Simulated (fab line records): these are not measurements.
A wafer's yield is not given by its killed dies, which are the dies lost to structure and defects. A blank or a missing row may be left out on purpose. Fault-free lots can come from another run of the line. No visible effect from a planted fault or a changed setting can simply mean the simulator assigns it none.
Chamber matching / flow n5_finfet / 4 sister chambers for N5_ZERO_LAYER_DESCUM_16 on rie_diel-02
The step chemistry O2, time 7.9 s. 4 wafers are shown with their chamber, then 10 later ones without.

## WAFERS, EACH WITH ITS CHAMBER
wafer=L079.3; chamber=3; showerhead_plenum_p_Torr (Torr)=2.10
wafer=L085.6; chamber=1; showerhead_plenum_p_Torr (Torr)=2.22
wafer=L087.3; chamber=0; showerhead_plenum_p_Torr (Torr)=2.16
wafer=L087.4; chamber=2; showerhead_plenum_p_Torr (Torr)=2.03

## WAFERS WITHOUT THEIR CHAMBER
wafer=L087.6; showerhead_plenum_p_Torr (Torr)=2.22
wafer=L089.1; showerhead_plenum_p_Torr (Torr)=2.10
wafer=L089.2; showerhead_plenum_p_Torr (Torr)=2.03
wafer=L089.4; showerhead_plenum_p_Torr (Torr)=2.15
wafer=L092.1; showerhead_plenum_p_Torr (Torr)=2.15
wafer=L092.2; showerhead_plenum_p_Torr (Torr)=2.03
wafer=L092.3; showerhead_plenum_p_Torr (Torr)=2.21
wafer=L097.1; showerhead_plenum_p_Torr (Torr)=2.09
wafer=L097.4; showerhead_plenum_p_Torr (Torr)=2.03
wafer=L097.6; showerhead_plenum_p_Torr (Torr)=2.09

## WHICH CHAMBER EACH ONE RAN IN
wafer=L087.6; from the rows above=1; in truth=1
wafer=L089.1; from the rows above=3; in truth=3
wafer=L089.2; from the rows above=2; in truth=2
wafer=L089.4; from the rows above=0; in truth=0
wafer=L092.1; from the rows above=0; in truth=0
wafer=L092.2; from the rows above=2; in truth=2
wafer=L092.3; from the rows above=1; in truth=1
wafer=L097.1; from the rows above=3; in truth=3
wafer=L097.4; from the rows above=2; in truth=2
wafer=L097.6; from the rows above=3; in truth=3
10 of 10 placed correctly. Can't be placed from these rows: 0. Wrongly placed: 0.
How it was worked out, from the rows above alone: a wafer's distance from a chamber is the root of the sum, over the readings, of the square of ((its reading less the chamber's mean) divided by the reading's scatter). If the next closest chamber is less than 2 further off than the closest, the wafer can't be placed; otherwise it belongs to the closest. The mean given for a chamber averages the wafers shown for that chamber. The scatter (one wafer shown for each chamber): square how far every hidden wafer sits from the nearest shown wafer, average those squares and take the square root.
